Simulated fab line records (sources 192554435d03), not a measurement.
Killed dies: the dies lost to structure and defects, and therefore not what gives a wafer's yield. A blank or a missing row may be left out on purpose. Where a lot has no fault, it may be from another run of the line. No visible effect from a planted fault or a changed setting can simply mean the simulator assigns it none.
Chamber matching -- flow n5Finfet -- pecvd-03 running N5_BEOL_M1_DEP_57: 3 sister chambers
The step deposits SiCN from 3MS/NH3, target thk 8 nm, time 14 s. 16 wafers are shown with their chamber, then 8 later ones without.

WAFERS PAIRED WITH THEIR CHAMBERS
wafer,chamber,showerheadPlenumPTorr (Torr),throttleValvePct (%),chamberPressureTorr (Torr)
L075.2,2,3.676,9.3,2.998
L075.3,0,3.705,8.5,3.003
L075.6,2,3.679,9.2,2.999
L076.1,1,3.660,9.8,3.014
L076.3,0,3.707,8.4,3.001
L076.6,0,3.705,8.6,3.000
L078.2,0,3.698,8.5,3.003
L078.3,2,3.672,9.3,3.012
L078.5,2,3.674,9.2,3.006
L079.1,0,3.699,8.3,2.994
L079.5,1,3.668,9.4,3.002
L079.6,2,3.678,9.2,3.003
L082.2,0,3.703,8.3,2.984
L082.3,1,3.664,9.7,3.004
L082.4,1,3.660,9.9,2.996
L090.3,2,3.677,8.7,3.008

SIGNATURES, as means of the wafers listed above
reading,chamber 0,chamber 1,chamber 2,scatter within a chamber
showerheadPlenumPTorr,3.70283,3.66300,3.67600,0.00331
throttleValvePct,8.433,9.700,9.150,0.19
chamberPressureTorr,2.99750,3.00400,3.00433,0.00672
Rule: a wafer's distance from a chamber is the root of the sum, over the readings, of the square of ((its reading less the chamber's mean) divided by the reading's scatter). The wafer belongs to the nearest chamber; if the next one is less than 2 further off, it can't be placed. The scatter: the root of (the sum of the squares of (reading less its chamber's mean) over the shown wafers, divided by (wafers less chambers)).

WAFERS WHOSE CHAMBER IS MISSING
wafer,showerheadPlenumPTorr (Torr),throttleValvePct (%),chamberPressureTorr (Torr)
L090.4,3.665,9.6,2.990
L090.6,3.674,8.8,3.007
L095.2,3.677,8.7,2.999
L095.5,3.673,8.5,2.993
L095.6,3.702,8.4,3.003
L096.4,3.702,8.6,3.003
L096.5,3.676,8.5,3.010
L096.6,3.670,9.6,3.019

WHICH CHAMBER EACH WENT THROUGH
wafer,from the rows above,in truth
L090.4,1,1
L090.6,2,2
L095.2,2,2
L095.5,2,2
L095.6,0,0
L096.4,0,0
L096.5,2,2
L096.6,can't be placed: 1 or 2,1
Correctly placed: 7 of 8. Can't be placed from these rows: 1 (the true chamber is among the candidates in 1). Wrongly placed: 0.
